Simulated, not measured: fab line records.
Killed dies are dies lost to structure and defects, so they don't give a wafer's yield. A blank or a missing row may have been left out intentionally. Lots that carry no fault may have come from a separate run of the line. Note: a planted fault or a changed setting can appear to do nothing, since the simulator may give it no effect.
Matching of chambers | flow n5-finfet | 4 sister chambers for N5_BEOL_M5_VIA_ETCH_34 on rie-diel-04
The step etches SiCOH lowk in C4F6/O2, target depth 88.3 nm, time 39.2 s. 8 wafers are shown with their chamber, then 9 later ones without.

## EACH WAFER AND ITS CHAMBER
wafer  | chamber | showerhead-plenum-p-Torr (Torr) | rf-vpp-V (V)
L081.1 | 1       | 2.92                            | 664
L081.5 | 2       | 2.94                            | 668
L085.1 | 0       | 2.90                            | 670
L085.4 | 3       | 3.02                            | 645
L085.5 | 2       | 2.93                            | 668
L090.3 | 0       | 2.90                            | 671
L090.4 | 1       | 2.92                            | 666
L090.6 | 3       | 3.01                            | 645

## WAFERS WITHOUT THEIR CHAMBER
wafer  | showerhead-plenum-p-Torr (Torr) | rf-vpp-V (V)
L092.2 | 2.90                            | 669
L092.4 | 3.01                            | 645
L092.6 | 2.90                            | 668
L096.2 | 2.91                            | 665
L096.3 | 2.89                            | 671
L096.4 | 3.01                            | 645
L097.1 | 2.89                            | 668
L097.2 | 3.01                            | 646
L097.6 | 2.89                            | 671

## WHICH CHAMBER EACH WENT THROUGH
wafer  | from the rows above | in truth
L092.2 | 0                   | 0
L092.4 | 3                   | 3
L092.6 | 0                   | 0
L096.2 | 1                   | 1
L096.3 | 0                   | 0
L096.4 | 3                   | 3
L097.1 | 0                   | 0
L097.2 | 3                   | 3
L097.6 | 0                   | 0
Correct placement for 9 of the 9. From these rows, 0 cannot be placed. Wrongly placed: 0.
How it was worked out, from the rows above alone: a wafer's distance from a chamber is the root of the sum, over the readings, of the square of ((its reading less the chamber's mean) divided by the reading's scatter). If the next closest chamber is less than 2 further off than the closest, the wafer can't be placed; otherwise it belongs to the closest. For every chamber, the mean is computed from those of its wafers that are shown. The scatter: take each reading less its chamber's mean, square it, sum over the shown wafers, divide by the number of wafers less the number of chambers, and take the root.
